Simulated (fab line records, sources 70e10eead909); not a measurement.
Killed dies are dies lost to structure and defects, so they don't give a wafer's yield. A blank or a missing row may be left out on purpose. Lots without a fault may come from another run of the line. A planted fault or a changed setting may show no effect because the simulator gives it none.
fab line records | flow nand_harc
record lots=5 wafers=15 last_day=33
route steps=1302 shown P_BONDPAD@378 A_START@389 A_ZERO_WELL@390 A_SOURCE_PLATE@413 END@1302
lots that met no fault: from a run of the same line without faults
start_h: hours from the record's first day to the start of the lot's first wafer shown | wait_h: hours since the lot's step before | " the same as in the row above | L1.1+2: a row that stands for several wafers | - no value, or no start given | * or withheld: withheld | < > ~ a bound
route shown NAME@n: a module of which the file shows steps, and the number in the route of the first | usual: mean/standard deviation of fault-free wafers | same: alike in all rows | chamber/n: place in a boat | sites: the reading at each site | _std_site: their standard deviation | _edge_site: outer sites' mean less inner sites' | radius_mm: how far each site lies from the wafer's centre | mask NAME#n: copy n | behind: the tool/chamber that last shaped the wafer | hold: why the lot was held/for how many hours/how that ended | device: the transistor (n, p or np) that didn't switch | end of line: the same wafers' tests at the end of the route | a step without rows: its recipe alone | killed: dies lost to structure and defects at the first sort, not the wafer's yield | map: a wafer's dies, x killed, . not, _ none there
set.NAME: the setting as run; set.NAME@STEP: as run at that earlier step | model.NAME: the simulator's own value behind a step, which no gauge read
lots at some steps of the route; a table a step, a row a wafer
services: from which hour (start_h, from the record's first day; less than 0 if before it) a tool's chamber was out of use, for how many hours, and why
## steps
# step NHARC_P_BONDPAD_ECD_18
# recipe target_thk_a=4000 bath_temp_c=25 material=Cu
# step NHARC_P_BONDPAD_ANNEAL_28
# recipe temp_c=225 time_s=90
# usual wafer_temp_C_max=226.4/0.44
# columns lot.wafer tool chamber start_h wait_h wafer_temp_C_max
L305.3 rtp_anneal-01 0 196.29 - 226.1
L305.4 " 0 " " 226.4
L305.5 " 0 " " 226.2
L310.4 rtp_anneal-02 0 252.08 0.4 226.8
L310.5 " 0 " " 227.0
L310.6 " 0 " " 227.3
L313.2 rtp_anneal-01 0 284.19 - 225.7
L313.3 " 0 " " 226.2
L313.4 " 0 " " 226.0
L320.2 rtp_anneal-02 0 349.65 - 226.6
L320.3 " 0 " " 227.2
L320.6 " 0 " " 226.5
L321.1 rtp_anneal-01 0 364.99 - 225.8
L321.4 " 0 " " 225.8
L321.5 " 0 " " 226.0
# step NHARC_P_BONDPAD_CMP_19
# recipe t_overpolish_s=30 cu_recess_touch_s=16 target_thk_nm=160.81
# step NHARC_P_BONDPAD_THK_MEAS_20
# recipe thk_meas_gauge=xrf
# usual thk_nm=160.0/1.6
# columns lot.wafer tool chamber start_h wait_h thk_nm
L305.3 film_metro-02 - 196.85 - 161.1
L305.4 " - " " 159.9
L305.5 " - " " 159.1
L310.4 film_metro-02 - 252.59 - 163.1
L310.5 " - " " 161.5
L310.6 " - " " 159.8
L313.2 film_metro-01 - 284.80 - 156.9
L313.3 " - " " 160.1
L313.4 " - " " 161.3
L320.2 film_metro-01 - 350.27 - 158.3
L320.3 " - " " 159.8
L320.6 " - " " 158.5
L321.1 film_metro-01 - 365.74 - 155.2
L321.4 " - " " 158.9
L321.5 " - " " 160.9
# step NHARC_P_BONDPAD_SRD_21
# recipe time_s=30 temp_c=23 dry_time_s=20 spin_rpm=1500
# step NHARC_P_BONDPAD_INSPECT_23
# usual raw_defect_count=312/110
# columns lot.wafer tool chamber start_h wait_h raw_defect_count
L305.3 defect_inspect-01 - 197.08 0.0 207
L305.4 " - " " 235
L305.5 " - " " 194
L310.4 defect_inspect-01 - 252.79 0.0 247
L310.5 " - " " 230
L310.6 " - " " 260
L313.2 defect_inspect-02 - 285.03 0.0 238
L313.3 " - " " 304
L313.4 " - " " 325
L320.2 defect_inspect-01 - 350.48 0.0 397
L320.3 " - " " 271
L320.6 " - " " 210
L321.1 defect_inspect-02 - 365.97 0.0 288
L321.4 " - " " 366
L321.5 " - " " 269
# step NHARC_P_BONDPAD_ACTIVATE_29
# recipe time_s=60 n2_flow_sccm=200 ar_flow_sccm=0 bias_power_w=0 chemistry=N2
# usual drypump_motor_current_A=5.9/0.56 mfc_ar_sccm=0.005/0.0088 n2_flow_sccm=200.0/0.59 oes_product_au=1.003/0.0096 rf_vpp_V=64.2/0.95 showerhead_plenum_p_Torr=1.77/0.094
# columns lot.wafer tool chamber start_h wait_h drypump_motor_current_A mfc_ar_sccm n2_flow_sccm oes_product_au rf_hours_counter_h rf_vpp_V showerhead_plenum_p_Torr
L305.3 rie_diel-02 0 197.14 0.1 6.2 0 199.2 1.001 8.9 63.3 1.64
L305.4 " 2 " " 6.3 0.013 201.2 1.009 5.6 63.7 1.68
L305.5 " 1 " " 6.0 0.021 200.9 1.018 - 63.4 1.86
L310.4 rie_diel-03 0 252.88 0.1 5.8 0 199.0 0.983 3.7 64.3 1.68
L310.5 " 2 " " 5.2 0 200.0 0.999 - 64.0 1.72
L310.6 " 3 " " 5.9 0 199.7 1.002 - 63.4 1.91
L313.2 rie_diel-02 1 285.09 0.1 6.0 0.021 199.9 1.027 3.4 64.0 1.86
L313.3 " 2 " " 6.3 0.013 201.2 1.013 3.2 63.3 1.68
L313.4 " 3 " " 4.7 0 200.0 1.015 3.2 62.9 1.90
L320.3 rie_diel-02 3 350.54 0.1 4.7 0 200.0 1.007 5.8 65.5 1.90
L320.2 " 2 " " 6.3 0.013 200.1 0.998 6.1 63.7 1.68
L320.6 " 3 " " 4.7 0 200.3 1.006 - 65.3 1.90
L321.4 rie_diel-02 0 366.04 0.1 6.2 0 199.9 1.015 6.5 63.7 1.64
L321.1 " 2 " " 6.2 0.013 200.4 1.002 6.6 63.9 1.68
L321.5 " 0 " " 6.3 0 200.5 1.014 - 61.9 1.64
# step NHARC_P_BONDPAD_PRECLEAN_30
# recipe time_s=300 temp_c=23 chemistry=DIW
# step NHARC_P_BONDPAD_SRD_31
# recipe time_s=30 temp_c=23 dry_time_s=20 spin_rpm=1500
# step NHARC_A_START_INSPECT_01
# usual raw_defect_count=3.3/1.6
# columns lot.wafer tool chamber start_h wait_h raw_defect_count
L305.3 defect_inspect-02 - 197.55 - 6
L305.4 " - " " 4
L305.5 " - " " 4
L310.4 defect_inspect-02 - 253.26 - 3
L310.5 " - " " 4
L310.6 " - " " 1
L313.2 defect_inspect-01 - 285.50 - 2
L313.3 " - " " 3
L313.4 " - " " 5
L320.2 defect_inspect-02 - 350.96 - 4
L320.3 " - " " 3
L320.6 " - " " 2
L321.1 defect_inspect-01 - 366.45 - 0
L321.4 " - " " 4
L321.5 " - " " 4
# step NHARC_A_ZERO_WELL_PRECLEAN_00
# recipe time_s=600 temp_c=120 chemistry=SPM
# columns lot.wafer tool chamber start_h wait_h
L305.5+4+3 wet_bench-09 1,3,4 197.64 0.1
L310.5+6+4 wet_bench-02 7,2,3 253.34 0.1
L313.4+3+2 wet_bench-02 2,3,5 285.59 0.1
L320.2+3+6 wet_bench-04 1,5,6 351.04 0.1
L321.1+4+5 wet_bench-04 6,7,2 366.53 0.1
# step NHARC_A_ZERO_WELL_SRD_01
# step NHARC_A_ZERO_WELL_DEHYDRATE_02
# recipe temp_c=150 time_s=120
# step NHARC_A_ZERO_WELL_HMDS_03
# recipe time_s=30
# step NHARC_A_ZERO_WELL_COAT_18
# recipe temp_c=200 time_s=65
# step NHARC_A_ZERO_WELL_COAT_04
# recipe spin_rpm=2000 resist_thk_nm=600
# step NHARC_A_ZERO_WELL_SOFTBAKE_05
# recipe temp_c=125 time_s=70
# step NHARC_A_ZERO_WELL_EBR_06
# step NHARC_A_ZERO_WELL_EXPOSE_07
# recipe na=0.55 dose_mj=33.85 mask_id=A_ZERO
# step NHARC_A_ZERO_WELL_PEB_08
# recipe peb_temp_c=128 peb_time_s=80
# step NHARC_A_ZERO_WELL_DEVELOP_09
# recipe time_s=50 dev_temp_c=22
# step NHARC_A_ZERO_WELL_CD_MEAS_10
# recipe target_cd_nm=2000 landing_energy_ev=500
# usual cd_nm=1999.7/2
# columns lot.wafer tool chamber start_h wait_h cd_nm
L305.3 cd_sem-01 0 198.39 - 1999.8
L305.4 " 0 " " 1997.6
L305.5 " 0 " " 1997.7
L310.4 cd_sem-02 0 253.98 - 2000.5
L310.5 " 0 " " 2003.9
L310.6 " 0 " " 2000.6
L313.2 cd_sem-02 0 286.34 - 1998.8
L313.3 " 0 " " 1996.2
L313.4 " 0 " " 1997.7
L320.2 cd_sem-01 0 351.80 - 2000.8
L320.3 " 0 " " 2000.0
L320.6 " 0 " " 2000.1
L321.1 cd_sem-02 0 367.16 - 1998.8
L321.4 " 0 " " 2001.6
L321.5 " 0 " " 1999.2
# step NHARC_A_ZERO_WELL_HARDBAKE_11
# recipe temp_c=118 time_s=65
# step NHARC_A_ZERO_WELL_DESCUM_12
# recipe time_s=3 o2_flow_sccm=200 ar_flow_sccm=0 bias_power_w=0 chemistry=O2
# usual drypump_motor_current_A=5.5/0.42 mfc_ar_sccm=0.011/0.017 o2_flow_sccm=199.9/0.57 oes_product_au=0.997/0.0072 rf_vpp_V=57.7/0.82 showerhead_plenum_p_Torr=1.86/0.054 throttle_valve_pct=11.312/0.0087
# columns lot.wafer tool chamber start_h wait_h drypump_motor_current_A mfc_ar_sccm o2_flow_sccm oes_product_au rf_hours_counter_h rf_vpp_V showerhead_plenum_p_Torr throttle_valve_pct
L305.3 rie_diel-05 1 198.54 - 5.5 0.000 200.1 1.008 4 57.7 1.84 11.300
L305.4 " 2 " " 5.8 0 198.9 0.995 3 58.1 1.83 11.323
L305.5 " 2 " " 5.8 0 199.7 0.991 - 58.1 1.83 11.318
L310.4 rie_diel-05 1 254.14 - 5.5 0.000 199.6 1.005 1 56.0 1.84 11.313
L310.6 " 3 " " 5.8 0 200.8 0.985 - 57.8 1.90 11.321
L310.5 " 0 " " 4.8 0.038 199.3 0.999 - 57.6 1.86 11.314
L313.2 rie_diel-05 1 286.50 - 5.5 0.000 199.7 1.001 2 58.1 1.84 11.332
L313.3 " 2 " " 5.8 0 199.7 1.003 1 59.1 1.82 11.312
L313.4 " 3 " " 5.9 0 199.6 0.994 1 56.9 1.90 11.317
L320.3 rie_diel-05 0 351.97 - 4.8 0.038 200.0 0.999 3 57.9 1.86 11.308
L320.2 " 1 " " 5.5 0.000 199.5 1.002 3 58.4 1.84 11.339
L320.6 " 3 " " 5.8 0 199.8 1.006 - 58.2 1.90 11.309
L321.4 rie_diel-11 1 367.33 - 6.4 0 199.6 1.002 36 57.7 2.06 11.299
L321.1 " 2 " " 6.0 0 199.8 1.000 34 58.2 2.04 11.310
L321.5 " 2 " " 6.0 0 200.6 1.007 - 58.5 2.04 11.297
# step NHARC_A_ZERO_WELL_ETCH_19
# recipe target_depth_a=800 overetch_a=240 time_s=87.88 ion_energy_ev=200 n2_flow_sccm=150 h2_flow_sccm=150 ar_flow_sccm=0 rf_w=400 bias_w=150 chemistry=N2/H2
# step NHARC_A_ZERO_WELL_ETCH_13
# recipe target_depth_a=1200 time_s=40.1 hbr_flow_sccm=150 cl2_flow_sccm=50 rf_w=400 icp_w=400 bias_w=100 chemistry=HBr/Cl2
# usual drypump_motor_current_A=5.6/0.35 oes_product_au=0.997/0.011 throttle_valve_pct=26.406/0.0096
# columns lot.wafer tool chamber start_h wait_h drypump_motor_current_A oes_product_au rf_hours_counter_h throttle_valve_pct
L305.3 rie_si-02 2 198.76 - 5.3 1.011 0.56 26.403
L305.4 " 3 " " 6.3 0.976 0.50 26.393
L305.5 " 2 " " 5.3 1.005 - 26.431
L310.4 rie_si-01 3 254.33 - 6.1 1.015 0.36 26.402
L310.5 " 3 " " 6.1 1.018 - 26.404
L310.6 " 0 " " 5.2 1.005 - 26.394
L313.2 rie_si-02 1 286.70 - 5.4 1.005 0.00 26.415
L313.4 " 3 " " 6.3 0.993 0.00 26.413
L313.3 " 0 " " 5.4 1.000 0.00 26.397
L320.2 rie_si-01 1 352.19 - 5.7 0.993 0.93 26.414
L320.3 " 2 " " 5.7 0.996 0.99 26.409
L320.6 " 3 " " 6.0 1.011 - 26.413
L321.4 rie_si-06 0 367.54 - 5.6 0.994 0.68 26.411
L321.1 " 2 " " 5.1 0.989 0.62 26.407
L321.5 " 0 " " 5.6 0.984 - 26.409
# step NHARC_A_ZERO_WELL_STRIP_14
# recipe time_s=900 temp_c=130 chemistry=SPM
# step NHARC_A_ZERO_WELL_IMPLANT_15
# recipe energy_kev=150 dose_cm2=1e+13 tilt_deg=7
# step NHARC_A_ZERO_WELL_PRECLEAN_22
# recipe time_s=60 temp_c=50 bath_age_min=0 chemistry=SC1
# step NHARC_A_ZERO_WELL_SRD_23
# step NHARC_A_ZERO_WELL_RTA_16
# recipe temp_c=1000 time_s=10
# usual lamp_power_pct=31.3/1.2 wafer_temp_C_max=1005.8/1.9
# columns lot.wafer tool chamber start_h wait_h lamp_power_pct wafer_temp_C_max
L305.3 rtp_anneal-01 0 199.70 - 32.2 1004.8
L305.4 " 0 " " 32.1 1003.8
L305.5 " 0 " " 32.2 1004.5
L310.4 rtp_anneal-01 0 255.61 - 32.1 1003.6
L310.5 " 0 " " 32.2 1005.5
L310.6 " 0 " " 32.2 1004.7
L313.2 rtp_anneal-02 0 287.63 - 29.7 1012.6
L313.3 " 0 " " 29.7 1007.9
L313.4 " 0 " " 29.8 1007.2
L320.2 rtp_anneal-02 0 353.09 - 29.7 1007.1
L320.3 " 0 " " 29.7 1008.2
L320.6 " 0 " " 29.8 1006.2
L321.1 rtp_anneal-02 0 368.62 - 29.8 1008.1
L321.4 " 0 " " 29.8 1009.0
L321.5 " 0 " " 29.8 1006.0
# step NHARC_A_ZERO_WELL_INSPECT_17
# usual raw_defect_count=10/4.9
# columns lot.wafer tool chamber start_h wait_h raw_defect_count
L305.3 defect_inspect-01 - 199.84 0.1 2
L305.4 " - " " 8
L305.5 " - " " 11
L310.4 defect_inspect-02 - 255.73 0.1 7
L310.5 " - " " 20
L310.6 " - " " 9
L313.2 defect_inspect-02 - 287.80 0.1 9
L313.3 " - " " 6
L313.4 " - " " 273
L320.2 defect_inspect-02 - 353.27 0.1 14
L320.3 " - " " 13
L320.6 " - " " 14
L321.1 defect_inspect-02 - 368.82 0.2 8
L321.4 " - " " 12
L321.5 " - " " 6
# step NHARC_A_SOURCE_PLATE_PRECLEAN_00
# recipe time_s=60 chemistry=HF-LAST
# step NHARC_A_SOURCE_PLATE_SRD_01
# step NHARC_A_SOURCE_PLATE_OXIDE_02
# recipe target_thk_a=100 temp_c=900 ox_time_s=1362 material=SiO2
# step NHARC_A_SOURCE_PLATE_THK_MEAS_09
# recipe thk_meas_gauge=ellipsometry
# usual thk_nm=9.7/1.1
# columns lot.wafer tool chamber start_h wait_h thk_nm
L305.3 film_metro-02 - 209.14 0.4 11.0
L305.4 " - " " 9.2
L305.5 " - " " 9.7
L310.4 film_metro-02 - 263.04 0.4 8.4
L310.5 " - " " 9.3
L310.6 " - " " 7.8
L313.2 film_metro-02 - 295.05 0.4 9.1
L313.3 " - " " 10.1
L313.4 " - " " 10.8
L320.2 film_metro-02 - 361.45 0.4 9.5
L320.3 " - " " 10.2
L320.6 " - " " 10.3
L321.1 film_metro-01 - 376.12 0.4 8.0
L321.4 " - " " 9.4
L321.5 " - " " 8.7
# step NHARC_A_SOURCE_PLATE_PVD_04
# recipe target_thk_a=500 material=WSi2
# step NHARC_A_SOURCE_PLATE_CVD_03
# recipe target_thk_a=2000 temp_c=620 pressure_mtorr=200 time_s=4000 material=poly-Si
# step NHARC_A_SOURCE_PLATE_ANNEAL_05
# recipe temp_c=850 time_s=1800
# step NHARC_A_SOURCE_PLATE_INSPECT_08
# usual raw_defect_count=59/25
# columns lot.wafer tool chamber start_h wait_h raw_defect_count
L305.3 defect_inspect-01 - 222.31 0.0 32
L305.4 " - " " 49
L305.5 " - " " 73
L310.4 defect_inspect-01 - 275.73 0.0 129
L310.5 " - " " 163
L310.6 " - " " 109
L313.2 defect_inspect-02 - 307.51 0.0 47
L313.3 " - " " 89
L313.4 " - " " 313
L320.2 defect_inspect-02 - 374.05 0.0 54
L320.3 " - " " 56
L320.6 " - " " 36
L321.1 defect_inspect-01 - 388.70 0.0 22
L321.4 " - " " 37
L321.5 " - " " 25
# step NHARC_END_SORT_01
# recipe temp_c=25
# usual killed_at_array=61/20 killed_at_other=0.9/1.1 killed_at_periphery=3.7/2.5 killed_dies=65/21 killed_open=3.3/1.8 killed_short=2.3/1.5
# same gross_dies=677
# columns lot.wafer tool chamber start_h wait_h killed_at_array killed_at_other killed_at_periphery killed_dies killed_open killed_short
L310.4 prober-02 0 677.78 3.4 39 0 7 46 3 4
L310.5 prober-02 0 678.58 3.7 41 0 3 44 4 3
L310.6 prober-02 0 679.39 4.0 46 0 7 53 3 2
L313.4 prober-01 0 711.26 3.4 110 0 2 112 4 3
# killed by level:class
L310.4 A_CHANNEL_HOLE_D2:chamber_film_flake=15 A_CONTACT:chamber_film_flake=9 P_STI:chamber_film_flake=4 A_SLIT:chamber_film_flake=4 A_CHANNEL_HOLE_D1:chamber_film_flake=3 P_BONDPAD:chamber_film_flake=2 A_ONON_D1:geometric_particle:open=1 A_ONON_D1:geometric_particle:short=1
L310.5 A_CHANNEL_HOLE_D2:chamber_film_flake=17 A_CONTACT:chamber_film_flake=6 A_CHANNEL_HOLE_D1:chamber_film_flake=5 A_CHANNEL_FILL_D1:chamber_film_flake=4 A_SLIT:chamber_film_flake=2 P_CONTACT:geometric_particle:open=1 A_SOURCE_PLATE:geometric_particle:short=1 A_CHANNEL_FILL_D1:geometric_particle:short=1
L310.6 A_CHANNEL_HOLE_D2:chamber_film_flake=22 A_CONTACT:chamber_film_flake=10 A_CHANNEL_FILL_D1:chamber_film_flake=5 A_CHANNEL_HOLE_D1:chamber_film_flake=4 P_STI:chamber_film_flake=3 A_SLIT:chamber_film_flake=3 P_M0:geometric_particle:open=2 P_CONTACT:geometric_particle:open=1
L313.4 A_ZERO_WELL:unspecified=75 A_CHANNEL_HOLE_D2:chamber_film_flake=12 A_SLIT:chamber_film_flake=8 A_CONTACT:chamber_film_flake=4 A_CHANNEL_HOLE_D1:chamber_film_flake=3 A_M0:geometric_particle:open=2 A_DECK1_JOINT:chamber_film_flake=2 P_GATE:geometric_particle:open=1
## services
# columns tool chamber start_h hours kind
wet_bench-09 - 175.57 1.0 repair
wet_bench-09 - 176.80 8.0 pm
rie_diel-03 2 178.51 2.2 repair
rie_diel-11 2 180.58 6.6 repair
rie_diel-03 - 183.40 0.6 repair
rie_si-01 - 185.43 3.3 repair
rie_si-01 - 193.00 9.0 pm
rie_si-02 1 200.17 7.0 repair
rie_diel-02 - 216.72 9.0 pm
rie_diel-03 2 226.02 17.2 repair
wet_bench-04 - 227.20 8.0 pm
rie_diel-05 - 229.62 9.0 pm
rie_diel-03 0 234.50 2.8 repair
rie_diel-02 - 238.75 1.7 repair
wet_bench-02 - 244.03 8.0 pm
rie_si-06 - 249.00 9.0 pm
rie_diel-11 3 250.78 26.5 repair
rie_diel-11 - 256.60 9.0 pm
rie_diel-03 2 260.24 5.0 repair
rie_diel-02 0 269.53 1.5 repair
rie_diel-03 0 276.18 32.9 repair
rie_si-02 - 277.00 9.0 pm
rie_diel-03 - 281.30 9.0 pm
rie_diel-03 2 301.44 10.0 repair
## key
first_sign step=NHARC_A_ZERO_WELL_INSPECT_17 reading=raw_defect_count direction=up sigmas=53 usual=10 struck=273
effect step=NHARC_A_SOURCE_PLATE_INSPECT_08 reading=raw_defect_count direction=up sigmas=10 usual=59 struck=313
more_kills_born_at NHARC_A_ZERO_WELL_PRECLEAN_00@wet_bench-02=75
met_at NHARC_A_ZERO_WELL_PRECLEAN_00
struck_wafers L313.4
tester_left_out L313
onset_between 253.34 285.59
fault kind=chamber_particle_source tool=wet_bench-02 chamber=2 onset_h=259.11 steps=NHARC_A_ZERO_WELL_PRECLEAN_00 rate_per_visit_cm2=0.39609 end_h=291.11
# tester_left_out: of these lots the tester's yield and bins aren't shown, on N5 and GAA mostly nor the transistor test; their killed dies are dies lost to structure and defects alone, not to doping, threshold or leakage, so they don't give the yield
